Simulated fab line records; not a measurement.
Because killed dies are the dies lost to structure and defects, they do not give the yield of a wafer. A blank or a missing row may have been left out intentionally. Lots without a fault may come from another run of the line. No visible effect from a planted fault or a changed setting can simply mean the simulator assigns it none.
The same fault as seen by 2 desks :: flow n5 finfet :: each desk holds nothing but its own numbers, with what lay behind them at the end

## FROM THE METROLOGY DESK
What the gauges read, lot by lot, whatever tool the lot ran on: means of the sampled wafers that have a number. If a lot's mean is further than 4 standard deviations from the usual mean, the lot is out of limits and carries the mark OUT (the distance appears in the brackets).
Columns: A = thk nm at N5_FIN_SAQP_THK_MEAS_07, usual 59.9 nm
lot: L824
first seen here: day 1 21:58
A: 59.6

lot: L825
first seen here: day 2 03:32
A: 59.7

lot: L826
first seen here: day 2 09:31
A: 60.3

lot: L827
first seen here: day 2 15:52
A: 59.5

lot: L828
first seen here: day 2 21:18
A: 60.0

lot: L830
first seen here: day 3 08:58
A: 59.7

lot: L834
first seen here: day 4 09:17
A: 58.6

lot: L835
first seen here: day 4 15:05
A: 59.1

lot: L836
first seen here: day 4 22:07
A: 59.8

lot: L842
first seen here: day 6 11:40
A: 60.0

lot: L846
first seen here: day 7 10:01
A: 61.4

lot: L847
first seen here: day 7 15:20
A: 59.4
This desk found nothing out of limits on any of the 12 lots.

## TOOL OWNER'S DESK, rie diel-04
The tool's own readings at N5_FIN_SAQP_ETCH_52 (etches SOC in N2/H2, target depth 100 nm, overetch 20 nm, time 150 s): means of the sampled wafers that have a number, for each lot that ran on this tool. If a lot's mean is further than 4 standard deviations from the usual mean, the lot is out of limits and carries the mark OUT (the distance appears in the brackets).
Columns: A = drypump motor current A at N5_FIN_SAQP_ETCH_52, usual 5.4 A; B = oes product au at N5_FIN_SAQP_ETCH_52, usual 0.66 a.u.; C = rf fwd power W at N5_FIN_SAQP_ETCH_52, usual 836.2 W; D = rf vpp V at N5_FIN_SAQP_ETCH_52, usual 522.9 V; E = showerhead plenum p Torr at N5_FIN_SAQP_ETCH_52, usual 2.51 Torr; F = throttle valve pct at N5_FIN_SAQP_ETCH_52, usual 17.83 %
lot: L828
first seen here: day 2 21:58
A: 5.2
B: 0.65
C: 835.1
D: 523.4
E: 2.52
F: 18.03

lot: L834
first seen here: day 4 09:49
A: 5.0
B: 0.66
C: 966.6 (+50) OUT
D: 500.5 (-9.8) OUT
E: 2.57
F: 17.88

lot: L836
first seen here: day 4 22:40
A: 5.2
B: 0.65
C: 902.1 (+25) OUT
D: 509.7 (-5.8) OUT
E: 2.50
F: 17.87
This desk finds L834, L836 out of limits, L834 being first, at day 4 09:49 (rf fwd power W at N5_FIN_SAQP_ETCH_52). In limits: L828.

## PUT TOGETHER
The tool owner's desk could have raised an alarm at day 4 09:49, on L834, L836.
From the metrology desk's view, nothing was out of limits.
The metrology desk holds a record of L834, L836, inside its limits.
Of the lots named, all ran N5_FIN_SAQP_ETCH_52 on rie diel-04.

## WHAT HAD BEEN PUT IN BY THE SIMULATOR
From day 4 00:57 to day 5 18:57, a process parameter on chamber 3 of rie diel-04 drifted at N5_FIN_SAQP_ETCH_52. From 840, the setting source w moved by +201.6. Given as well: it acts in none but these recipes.
Lots struck among those shown: L834, L836.
Each desk's first reading out of limits, in hours after the fault started: the tool owner's desk, 9.
